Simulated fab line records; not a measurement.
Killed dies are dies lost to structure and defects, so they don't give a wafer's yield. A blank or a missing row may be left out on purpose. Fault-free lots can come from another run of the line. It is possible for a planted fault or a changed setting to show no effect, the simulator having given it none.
Code-filled problem report in 8D (eight disciplines) form || flow n5-finfet || the parts of the form that need people (team, actions taken, sign-off) are left out

## 1. THE PROBLEM
oes-product-au at N5_DUMMY_GATE_ETCH_32 reads a mean of 0.856 a.u. on 9 wafers of 3 lots; wafers without a fault read 1.011 a.u. with a standard deviation of 0.018. Relative to the usual mean, that is a shift of -8.6 standard deviations.
The step: etches SiO2 in CF4, target depth 3.5 nm, time 3.9 s.
Seen first at day 4 18:49 on rie-si-02, wafer L975.3. The record holds 21 wafers of 7 lots with a number at this step. By rule, "out" or "out of limits" means more than 4 standard deviations away from the usual mean. The other wafers with a number count as sound.

## 2. WHAT IT IS, AND WHAT IT ISN'T
{"question": "which readings at this step", "is": "oes-product-au", "is not": "drypump-motor-current-A, throttle-valve-pct"}
{"question": "which lots", "is": "L975, L976, L978", "is not": "L971, L984, L987, L991"}
{"question": "which wafers of those lots", "is": "all that have a number", "is not": "-"}
{"question": "read on which tools", "is": "rie-si-02", "is not": "rie-si-03, rie-si-06"}
{"question": "when", "is": "from day 4 18:49", "is not": "up to then (3 sound wafers); but 9 sound wafers of L984, L987, L991 came after"}

## 3. WHAT RULES OUT EACH SUSPECT
Counting: any tool at a process step up to the reading is kept as a suspect provided that every lot that is out went through it and no sound lot did after the first of them.
- rie-si-03 at N5_DUMMY_GATE_TRIM_49 (chemistry O2, time 29 s, target cd 14 nm): kept. It ran every lot that is out, first L975 (day 4 18:23), and no sound lot after that.
- rie-diel-04 at N5_DUMMY_GATE_ETCH_31 (etches SiO2 in C4F6/O2, target depth 82.5 nm, time 27.5 s): ruled out as a lasting fault. After its first lot that is out, L975 (day 4 18:34), sound lots L984 ran on it.
- rie-diel-04 at N5_DUMMY_GATE_STRIP_41 (strips in O2): ruled out as a lasting fault. After its first lot that is out, L975 (day 4 18:37), sound lots L984 ran on it.
- rie-si-02 at N5_DUMMY_GATE_ETCH_32 (etches SiO2 in CF4, target depth 3.5 nm, time 3.9 s): ruled out as a lasting fault. After its first lot that is out, L975 (day 4 18:49), sound lots L987 ran on it.
The count leaves rie-si-03 at N5_DUMMY_GATE_TRIM_49.

## 4. THE CAUSE (what the simulator had put in)
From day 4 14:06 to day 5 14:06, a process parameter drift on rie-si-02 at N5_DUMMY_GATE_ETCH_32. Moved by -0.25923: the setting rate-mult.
Counting ruled it out, wrongly.

## 5. SEQUENCE OF EFFECTS, ordered by route
One row per reading whose mean, taken over the struck wafers that have a number, lies over 3 standard deviations from the usual. Scope: only readings with a usual standard deviation given in the record; hours: median across lots of the time from each lot's start at the first step in this table that gives one to its start at this step; sigmas: change in usual standard deviations.
{"hours": 0, "step": "N5_DUMMY_GATE_ETCH_32", "reading": "oes-product-au", "usual": "1.011 a.u.", "on struck wafers": 0.856, "change": -0.155, "sigmas": -8.6}
The process steps in it:
- N5_DUMMY_GATE_ETCH_32: etches SiO2 in CF4, target depth 3.5 nm, time 3.9 s.

## 6. HOW IT WOULD HAVE BEEN CAUGHT EARLIER
The fault began at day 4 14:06; the first out-of-limits reading in this record came at day 4 18:49, 5 hours later.
